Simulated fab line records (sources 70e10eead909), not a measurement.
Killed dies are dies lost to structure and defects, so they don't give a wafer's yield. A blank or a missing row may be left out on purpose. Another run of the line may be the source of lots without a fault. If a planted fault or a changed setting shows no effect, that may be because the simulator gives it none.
Matching of chambers    flow nand harc    cmp-02 running NHARC_A_STAIRCASE_CMP_450: 4 sister chambers
The step polishes SiO2, target thk 200 nm. 20 wafers are shown with their chamber, then 10 later ones without.

## WAFERS WITH THEIR CHAMBER
wafer   chamber  motor current A (A)  slurry filter dp kPa (kPa)
L075.4  3        12.6                 13.26
L075.5  2        11.1                 13.45
L075.6  1        13.4                 13.41
L074.1  1        12.9                 13.45
L074.2  3        12.1                 13.71
L074.6  2        12.4                 13.58
L078.2  3        13.9                 13.47
L078.3  0        9.8                  13.71
L078.4  2        12.1                 13.56
L081.2  3        12.9                 13.36
L081.4  0        9.6                  13.40
L081.5  2        11.6                 13.62
L082.1  2        11.1                 13.60
L082.2  0        10.0                 13.60
L082.3  3        13.0                 13.59
L087.1  2        11.0                 13.71
L087.2  1        13.2                 13.32
L087.4  0        10.2                 13.36
L089.1  0        10.3                 13.63
L089.2  3        12.7                 13.58

SIGNATURES (means of the wafers above)
reading               chamber 0  chamber 1  chamber 2  chamber 3  scatter within a chamber
motor current A       9.980      13.167     11.550     12.867     0.498
slurry filter dp kPa  13.5400    13.3933    13.5867    13.4950    0.131
Rule: a wafer's distance from a chamber is the root of the sum, over the readings, of the square of ((its reading less the chamber's mean) divided by the reading's scatter). The wafer belongs to the nearest chamber; if the next one is less than 2 further off, it can't be placed. The scatter is the square root of a quotient: the sum, over the shown wafers, of each reading's squared deviation from its chamber's mean, divided by wafers minus chambers.

## WAFERS WITHOUT THEIR CHAMBER
wafer   motor current A (A)  slurry filter dp kPa (kPa)
L089.5  12.7                 13.63
L095.3  11.6                 13.49
L095.5  12.8                 13.52
L095.6  11.3                 13.35
L093.3  13.4                 13.54
L093.5  12.6                 13.45
L093.6  12.2                 13.39
L097.1  13.4                 13.58
L097.2  13.4                 13.54
L097.4  10.5                 13.27

## WHICH CHAMBER EACH ONE RAN IN
wafer   from the rows above                in truth
L089.5  can't be placed: 3 or 1 or 2       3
L095.3  can't be placed: 2 or 3            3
L095.5  can't be placed: 3 or 1            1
L095.6  can't be placed: 2 or 0 or 3 or 1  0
L093.3  can't be placed: 3 or 1            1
L093.5  can't be placed: 3 or 1 or 2       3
L093.6  can't be placed: 3 or 1 or 2       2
L097.1  can't be placed: 3 or 1            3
L097.2  can't be placed: 3 or 1            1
L097.4  can't be placed: 0 or 2            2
Correctly placed: 0 of 10. Not placeable from these rows: 10 (in 10, the candidates include the true chamber). 0 placed wrongly.
